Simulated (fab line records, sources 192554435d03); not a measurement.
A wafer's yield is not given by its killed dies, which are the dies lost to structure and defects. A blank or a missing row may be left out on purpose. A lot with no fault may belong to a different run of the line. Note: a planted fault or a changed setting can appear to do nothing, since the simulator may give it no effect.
What tool caused it? ; flow n5_finfet ; Sampling: 9 lots, 27 wafers, 5 of 1938 route steps

== WHAT EACH GAUGE READ, for each wafer ==
N5_BEOL_M4_RC_MEAS_101. Usual: DIBL_N 36.0 mV/V, standard deviation 2; DIBL_P 36.2 mV/V, standard deviation 2.2; IOFF_N 0.16 nA/um, standard deviation 0.034; IOFF_P 0.21 nA/um, standard deviation 0.04; ION_N 675 uA/um, standard deviation 12; ION_P 463 uA/um, standard deviation 7.2; SS_N 71.6 mV/dec, standard deviation 0.6; SS_P 73.3 mV/dec, standard deviation 0.67; VT_N 250 mV, standard deviation 3; VT_P -251 mV, standard deviation 3.4.
lot;measured;on;DIBL_N (mV/V);DIBL_P (mV/V);IOFF_N (nA/um);IOFF_P (nA/um);ION_N (uA/um);ION_P (uA/um);SS_N (mV/dec);SS_P (mV/dec);VT_N (mV);VT_P (mV);flag
L433;day 8 01:43;prober-02;37.7 35.6 35.6;36.6 34.6 34.4;0.17 0.12 0.14;0.21 0.18 0.18;670 662 650;452 457 451;72.3 72.2 71.8;74.3 73.1 73.6;251 253 250;-252 -255 -256;
L435;day 8 20:47;prober-02;33.9 35.8 33.0;35.7 37.6 34.6;0.13 0.15 0.11;0.18 0.19 0.16;667 680 648;460 460 445;71.1 71.4 71.1;73.1 73.6 72.9;251 248 255;-252 -253 -255;
L437;day 9 06:21;prober-02;35.2 36.7 34.6;35.2 36.1 35.2;0.14 0.16 0.13;0.18 0.18 0.17;681 673 665;460 455 461;71.1 71.7 70.6;73.5 72.3 72.1;251 251 250;-251 -254 -252;
L442;day 10 11:44;prober-01;34.5 34.3 34.4;35.0 34.6 34.0;0.14 0.13 0.13;0.21 0.20 0.18;673 668 670;467 465 460;70.8 70.4 71.1;72.9 72.5 72.6;249 252 252;-248 -251 -251;
L450;day 12 15:52;prober-02;34.0 35.0 33.0;35.0 35.1 33.5;0.12 0.13 0.11;0.19 0.19 0.17;664 669 653;466 453 459;70.8 71.7 70.2;73.1 73.5 72.1;256 253 256;-253 -253 -252;
L452;day 12 11:17;prober-02;35.3 39.6 34.0;36.7 39.8 33.5;0.16 0.24 0.14;0.24 0.31 0.20;681 696 660;470 475 460;71.8 73.1 71.3;73.5 74.0 72.9;248 248 251;-247 -246 -250;
L451;day 14 00:33;prober-01;33.4 39.1 38.7;32.6 40.0 39.9;0.12 0.22 0.21;0.18 0.32 0.30;668 695 685;465 480 468;70.8 72.0 72.5;72.4 74.7 74.8;254 245 247;-252 -243 -247;
L453;day 13 21:14;prober-02;38.0 38.9 38.2;38.2 39.1 38.4;0.18 0.20 0.18;0.23 0.27 0.23;675 683 682;462 470 469;71.4 72.0 72.5;74.1 74.2 74.7;250 248 248;-248 -247 -247;
L454;day 14 02:49;prober-02;36.8 38.6 34.2;36.9 37.4 32.8;0.16 0.20 0.13;0.20 0.21 0.16;672 692 664;463 465 452;71.1 71.9 71.2;73.5 73.9 71.9;249 247 252;-253 -251 -254;

== TOOL THAT RAN EACH LOT (tool first, then ch and the chambers of the sampled wafers, then the start) ==
lot;N5_MOL_CONTACT_COAG_ETCH_106;N5_MOL_CONTACT_COAG_CONTACT_ETCH_14;N5_MOL_CONTACT_COAG_STRIP_98;N5_MOL_CONTACT_COAG_SPUTTER_130
L433;rie_diel-02 ch 0,1,2, day 4 16:40;rie_diel-02 ch 0,1,2, day 4 16:46;rie_diel-02 ch 0,1,2, day 4 16:55;pvd_sputter-02, day 4 21:41
L435;rie_diel-01 ch 1,2, day 5 04:23;rie_diel-01 ch 1,2, day 5 04:29;rie_diel-01 ch 1,2, day 5 04:38;pvd_sputter-03, day 5 12:39
L437;rie_diel-02 ch 0,1, day 5 16:07;rie_diel-02 ch 0,1, day 5 16:13;rie_diel-02 ch 0,1, day 5 16:22;pvd_sputter-03, day 5 21:06
L442;rie_diel-02 ch 1,2, day 7 00:25;rie_diel-02 ch 1,2, day 7 00:31;rie_diel-02 ch 1,2, day 7 00:39;pvd_sputter-03, day 7 04:53
L450;rie_diel-01 ch 0,1,2, day 9 01:28;rie_diel-01 ch 0,1,2, day 9 01:34;rie_diel-01 ch 0,1,2, day 9 01:43;pvd_sputter-03, day 9 06:03
L452;rie_diel-01 ch 1,2, day 9 09:59;rie_diel-01 ch 1,2, day 9 10:05;rie_diel-01 ch 1,2, day 9 10:14;pvd_sputter-03, day 9 17:13
L451;rie_diel-01 ch 1,3, day 9 15:26;rie_diel-01 ch 1,3, day 9 15:32;rie_diel-01 ch 1,3, day 9 15:41;pvd_sputter-02, day 10 01:04
L453;rie_diel-04 ch 0,1, day 9 16:29;rie_diel-04 ch 0,1, day 9 16:35;rie_diel-04 ch 0,1, day 9 16:44;pvd_sputter-01, day 10 01:02
L454;rie_diel-04 ch 0,2,3, day 10 00:12;rie_diel-04 ch 0,2,3, day 10 00:18;rie_diel-04 ch 0,2,3, day 10 00:27;pvd_sputter-02, day 10 05:11
- N5_MOL_CONTACT_COAG_ETCH_106: etches SOC in N2/H2, target depth 80 nm, overetch 16 nm, time 120 s.
- N5_MOL_CONTACT_COAG_CONTACT_ETCH_14: etches SiO2 in C4F6/O2, target depth 27.5 nm, overetch 8.5 nm, time 20 s.
- N5_MOL_CONTACT_COAG_STRIP_98: strips in N2/H2.
- N5_MOL_CONTACT_COAG_SPUTTER_130: material Co, target thk 47.5 nm.

== AS READ BY THE TOOLS THEMSELVES (means over the sampled wafers that have a number; for cases with no such wafer, the mark the record gives instead) ==
N5_MOL_CONTACT_COAG_ETCH_106. Usual: drypump_motor_current_A 5.7 A, standard deviation 0.45; oes_product_au 0.72 a.u., standard deviation 0.058; rf_fwd_power_W 835.8 W, standard deviation 2.7; rf_vpp_V 523.3 V, standard deviation 2.5; showerhead_plenum_p_Torr 2.52 Torr, standard deviation 0.083; throttle_valve_pct 17.79 %, standard deviation 0.21.
lot;tool;drypump_motor_current_A (A);oes_product_au (a.u.);rf_fwd_power_W (W);rf_vpp_V (V);showerhead_plenum_p_Torr (Torr);throttle_valve_pct (%);flag
L433;rie_diel-02;5.7;0.74;836.7;522.7;2.50;17.91;
L435;rie_diel-01;5.4;0.68;835.2;522.9;2.52;17.92;
L437;rie_diel-02;5.8;0.69;835.4;522.9;2.47;17.79;
L442;rie_diel-02;6.0;0.72;834.7;521.6;2.45;17.87;
L450;rie_diel-01;5.6;0.75;832.6;524.5;2.57;17.75;
L452;rie_diel-01;5.4;0.73;835.1;525.1;2.61;17.86;
L451;rie_diel-01;5.4;0.77;834.9;525.7;2.62;17.67;
L453;rie_diel-04;5.6;0.70;837.0;520.8;2.46;17.96;
L454;rie_diel-04;5.5;0.76;835.0;523.8;2.54;17.61;

N5_MOL_CONTACT_COAG_CONTACT_ETCH_14. Usual: C4F6_flow_sccm 16.00 sccm, standard deviation 0.05; drypump_motor_current_A 5.7 A, standard deviation 0.45; oes_f_703_au 0.80 a.u., standard deviation 0.074; oes_product_au 0.69 a.u., standard deviation 0.055; rf_fwd_power_W 364.5 W, standard deviation 1.9; rf_vpp_V 692 V, standard deviation 3.1; showerhead_plenum_p_Torr 2.86 Torr, standard deviation 0.087; throttle_valve_pct 21.26 %, standard deviation 0.14.
lot;tool;C4F6_flow_sccm (sccm);drypump_motor_current_A (A);oes_f_703_au (a.u.);oes_product_au (a.u.);rf_fwd_power_W (W);rf_vpp_V (V);showerhead_plenum_p_Torr (Torr);throttle_valve_pct (%);flag
L433;rie_diel-02;16.00;5.7;0.82;0.70;365.8;691;2.84;21.39;
L435;rie_diel-01;16.01;5.4;0.75;0.65;361.3;692;2.85;21.28;
L437;rie_diel-02;16.08;5.9;0.75;0.65;364.7;690;2.81;21.36;
L442;rie_diel-02;16.01;6.0;0.80;0.69;365.9;690;2.80;21.39;
L450;rie_diel-01;16.00;5.6;0.85;0.72;362.2;694;2.92;21.22;
L452;rie_diel-01;15.98;5.4;0.81;0.69;361.4;695;2.95;21.23;
L451;rie_diel-01;16.04;5.4;0.87;0.73;363.5;696;2.97;21.20;
L453;rie_diel-04;16.03;5.6;0.78;0.67;364.1;689;2.78;21.29;
L454;rie_diel-04;16.00;5.4;0.83;0.72;365.2;693;2.90;21.24;

N5_MOL_CONTACT_COAG_STRIP_98. Usual: drypump_motor_current_A 5.7 A, standard deviation 0.45; oes_product_au 0.81 a.u., standard deviation 0.069; rf_vpp_V 54.1 V, standard deviation 1.6; showerhead_plenum_p_Torr 3.33 Torr, standard deviation 0.1; throttle_valve_pct 18.9 %, standard deviation 0.47.
lot;tool;drypump_motor_current_A (A);oes_product_au (a.u.);rf_vpp_V (V);showerhead_plenum_p_Torr (Torr);throttle_valve_pct (%);flag
L433;rie_diel-02;5.7;0.83;54.5;3.30;19.2;
L435;rie_diel-01;5.4;0.77;54.0;3.33;19.2;
L437;rie_diel-02;5.8;0.77;55.9;3.26;18.8;
L442;rie_diel-02;6.0;0.82;55.0;3.24;19.0;
L450;rie_diel-01;5.6;0.84;53.2;3.40;18.9;
L452;rie_diel-01;5.4;0.82;53.1;3.44;19.1;
L451;rie_diel-01;5.4;0.87;55.9;3.45;18.6;
L453;rie_diel-04;5.6;0.78;53.9;3.26;19.3;
L454;rie_diel-04;5.5;0.85;53.4;3.35;18.6;

N5_MOL_CONTACT_COAG_SPUTTER_130. Usual: cathode_dc_power_W 3000.0 W, standard deviation 0.57; throttle_valve_pct 29.8 %, standard deviation 0.92.
lot;tool;cathode_dc_power_W (W);throttle_valve_pct (%);flag
L433;pvd_sputter-02;3000.3;30.5;
L435;pvd_sputter-03;2999.7;29.0;
L437;pvd_sputter-03;3000.4;29.8;
L442;pvd_sputter-03;3000.3;29.4;
L450;pvd_sputter-03;3611.6;29.3;OFF
L452;pvd_sputter-03;3611.5;29.1;OFF
L451;pvd_sputter-02;3000.0;30.0;
L453;pvd_sputter-01;2999.9;30.0;
L454;pvd_sputter-02;2999.8;31.0;

== THE ANSWER, worked out from the rows above alone ==
Rule: a lot counts as off when the mean over its wafers that have a number is more than 3 standard deviations away from the usual mean. Also off: a lot with no number at a reading for which 4 or more lots have one. The other lots that the step has rows for count as sound. First the gauges in route order, then the tools' own readings, where a lot's mean is used as printed above. At the first step where some lot is off, the reading lying furthest off is the one used; lots without a number count as furthest.
Off at N5_MOL_CONTACT_COAG_SPUTTER_130 (cathode_dc_power_W): L450, L452.
If a tool, at that step or one of the process steps before it, ran each lot that is off and ran no sound lot following the first of them, it fits. One fits: pvd_sputter-03 at N5_MOL_CONTACT_COAG_SPUTTER_130. Its last sound lot is L442 (day 7 04:53), its first lot that is off L450 (day 9 06:03): a fault that began between those two fits.
The tool's own readings at N5_MOL_CONTACT_COAG_SPUTTER_130 bear it out: on the lots that are off they differ by more than 5 times the standard deviation of the sound lots' means. cathode_dc_power_W reads 3611.6 W there against 3000.1 W on the sound lots.

== WHAT THE SIMULATOR HAD PUT IN ==
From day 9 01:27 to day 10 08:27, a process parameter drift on pvd_sputter-03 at N5_MOL_CONTACT_COAG_SPUTTER_130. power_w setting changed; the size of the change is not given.
Struck lots among those shown: L452, L450. Same finding as the rule above.
